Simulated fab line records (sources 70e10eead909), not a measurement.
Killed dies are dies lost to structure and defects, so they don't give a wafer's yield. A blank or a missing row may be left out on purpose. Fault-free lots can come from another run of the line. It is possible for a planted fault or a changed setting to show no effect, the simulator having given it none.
Which tool was responsible?    flow nand-harc    Sampling: 13 lots, 39 wafers, 6 of 1302 route steps

WHAT THE GAUGES SHOWED, per wafer
NHARC_A_SOURCE_PLATE_INSPECT_08.
lot   measured      on                 raw-defect-count
L742  day 7 15:01   defect-inspect-01  90 52 73
L743  day 8 01:52   defect-inspect-01  56 29 59
L745  day 9 02:32   defect-inspect-01  89 77 56
L746  day 9 11:59   defect-inspect-02  63 127 128
L748  day 10 00:04  defect-inspect-02  46 90 61
L750  day 11 04:35  defect-inspect-02  38 36 60
L753  day 12 04:41  defect-inspect-01  51 73 53
L754  day 12 13:44  defect-inspect-01  63 147 69
L755  day 13 03:10  defect-inspect-01  57 59 57
L759  day 14 19:33  defect-inspect-02  75 59 43
L761  day 15 18:40  defect-inspect-02  41 28 49
L764  day 17 02:11  defect-inspect-02  64 86 118
L765  day 17 06:59  defect-inspect-02  47 90 70

NHARC_A_ONON_D1_THK_MEAS_14: measures by ellipsometry.
lot   measured      on             thk-nm (nm)
L742  day 7 17:53   film-metro-02  1011 1010 1011
L743  day 8 04:43   film-metro-02  978 976 978
L745  day 9 05:23   film-metro-02  994 997 995
L746  day 9 14:49   film-metro-01  986 985 986
L748  day 10 02:54  film-metro-02  985 984 985
L750  day 11 07:26  film-metro-01  1012 1012 1012
L753  day 12 07:44  film-metro-01  1006 1006 1006
L754  day 12 16:43  film-metro-02  994 993 993
L755  day 13 06:00  film-metro-02  992 993 993
L759  day 14 22:24  film-metro-01  1000 1000 999
L761  day 15 21:31  film-metro-02  1008 1010 1008
L764  day 17 05:01  film-metro-01  1007 1010 1009
L765  day 17 09:51  film-metro-02  1000 999 999

NHARC_A_ONON_D1_THK_MEAS_21: measures by ellipsometry.
lot   measured      on             thk-nm (nm)
L742  day 8 02:16   film-metro-01  997 997 996
L743  day 8 12:53   film-metro-01  1002 1001 999
L745  day 9 15:58   film-metro-01  1002 1003 1003
L746  day 10 03:17  film-metro-02  985 988 988
L748  day 10 11:11  film-metro-02  1007 1005 1008
L750  day 11 15:50  film-metro-02  975 974 974
L753  day 12 15:56  film-metro-01  994 995 995
L754  day 13 01:05  film-metro-01  1008 1009 1007
L755  day 13 16:47  film-metro-02  1023 1023 1023
L759  day 15 06:46  film-metro-02  1658 1661 997
L761  day 16 05:53  film-metro-02  1659 1659 998
L764  day 17 13:22  film-metro-01  997 996 998
L765  day 17 18:25  film-metro-02  978 977 977

NHARC_END_SORT_01.
lot   measured      on         killed-at-array  killed-at-other  killed-at-periphery  killed-dies  killed-open  killed-short
L745  day 25 06:34  prober-01  44 52 34         0 1 1            2 2 3                46 55 38     4 4 3        3 3 1
L754  day 29 06:25  prober-02  48 65 45         2 0 1            3 1 5                53 66 51     3 3 6        2 2 6
L755  day 29 05:33  prober-01  88 74 73         0 1 0            7 9 7                95 84 80     3 4 2        4 1 1
L759  day 31 01:58  prober-01  675 676 45       1 0 2            1 1 4                677 677 51   3 2 2        2 5 3
L761  day 32 04:40  prober-01  669 669 80       2 4 1            6 4 0                677 677 81   4 0 3        2 1 2

TOOL THAT RAN EACH LOT (tool first, then ch and the chambers of the sampled wafers, then the start)
lot   NHARC_A_ONON_D1_DEP_19            NHARC_A_ONON_D1_DEP_33
L742  pecvd-onon-01 ch 0, day 8 01:45   pecvd-01 ch 0,2, day 8 04:04
L743  pecvd-onon-01 ch 0, day 8 12:22   pecvd-03 ch 0,2, day 8 14:41
L745  pecvd-onon-01 ch 0, day 9 15:37   pecvd-03 ch 0,1,2, day 9 17:53
L746  pecvd-onon-01 ch 0, day 10 02:47  pecvd-03 ch 1,2, day 10 05:03
L748  pecvd-onon-02 ch 0, day 10 10:43  pecvd-03 ch 1,2, day 10 13:00
L750  pecvd-onon-02 ch 0, day 11 15:26  pecvd-01 ch 0,1,2, day 11 17:38
L753  pecvd-onon-02 ch 0, day 12 15:25  pecvd-03 ch 0,1,2, day 12 17:52
L754  pecvd-onon-04 ch 0, day 13 00:38  pecvd-03 ch 0,1, day 13 02:56
L755  pecvd-onon-01 ch 0, day 13 16:17  pecvd-03 ch 1,2, day 13 18:33
L759  pecvd-onon-02 ch 0, day 15 06:16  pecvd-04 ch 0,2, day 15 08:35
L761  pecvd-onon-02 ch 0, day 16 05:23  pecvd-01 ch 0,1,2, day 16 07:41
L764  pecvd-onon-04 ch 0, day 17 12:55  pecvd-04 ch 0,1, day 17 15:07
L765  pecvd-onon-04 ch 0, day 17 17:58  pecvd-04 ch 0,1, day 17 20:14
- NHARC_A_ONON_D1_DEP_19: target thk 1000 nm.
- NHARC_A_ONON_D1_DEP_33: deposits SiO2, target thk 200 nm.

WHAT THE TOOLS THEMSELVES READ (means of the sampled wafers that have a number; where no wafer has one, the mark that the record gives instead)
NHARC_A_ONON_D1_DEP_19.
lot   tool           sih4-flow-sccm (sccm)
L742  pecvd-onon-01  210.6
L743  pecvd-onon-01  210.4
L745  pecvd-onon-01  210.3
L746  pecvd-onon-01  210.2
L748  pecvd-onon-02  209.9
L750  pecvd-onon-02  209.8
L753  pecvd-onon-02  209.6
L754  pecvd-onon-04  209.6
L755  pecvd-onon-01  210.0
L759  pecvd-onon-02  209.7
L761  pecvd-onon-02  210.5
L764  pecvd-onon-04  209.2
L765  pecvd-onon-04  209.2

NHARC_A_ONON_D1_DEP_33.
lot   tool      flow-sccm (sccm)  heater-power-w (W)  throttle-valve-pct (%)
L742  pecvd-01  2646              437                 15.8
L743  pecvd-03  2645              613                 16.4
L745  pecvd-03  2655              512                 16.4
L746  pecvd-03  2662              536                 16.4
L748  pecvd-03  2652              489                 16.4
L750  pecvd-01  2654              485                 16.5
L753  pecvd-03  2653              510                 16.5
L754  pecvd-03  2649              518                 16.8
L755  pecvd-03  2653              437                 16.5
L759  pecvd-04  2652              482                 16.7
L761  pecvd-01  2654              511                 16.1
L764  pecvd-04  2644              484                 15.9
L765  pecvd-04  2646              519                 16.0

THE ANSWER, worked out from the rows above alone
Rule: usual is defined by the lots themselves. The widest of any qualifying gaps counts: lots, ordered by their means at a reading, are off when they make up no more than a third of the lots, leave a main group of 4 or more, and stand apart from it by 3 or more times the standard deviation of that group's means. The tables above print the reading to a certain number of digits; a main group whose means all agree to those digits is not used. A lot without any number at a reading at which 4 lots or more have one is off too. Where the step has rows for the other lots, those lots are counted as sound. After the gauges, taken in route order, come the tools' own readings; for these a lot's mean is taken, as printed above. The first step at which some lot is off is used, and at that step the reading that is off furthest; a lot without a number counts as furthest.
Off: L759, L761 (NHARC_A_ONON_D1_THK_MEAS_21, thk-nm). The main group: mean 997 nm, standard deviation 13.
A tool fits if, at a process step before that reading, it ran every lot that is off, and no sound lot after the first of them. Those tools and the gauges at NHARC_A_ONON_D1_THK_MEAS_21 are tried in the same way. One candidate fits, namely pecvd-onon-02 at NHARC_A_ONON_D1_DEP_19. A fault onset in the window from L753 (day 12 15:25, its last sound lot) to L759 (day 15 06:16, its first lot off) fits.

WHAT THE SIMULATOR HAD INSERTED
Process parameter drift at NHARC_A_ONON_D1_DEP_19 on pecvd-onon-02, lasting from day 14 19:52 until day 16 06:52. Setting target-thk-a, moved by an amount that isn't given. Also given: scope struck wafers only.
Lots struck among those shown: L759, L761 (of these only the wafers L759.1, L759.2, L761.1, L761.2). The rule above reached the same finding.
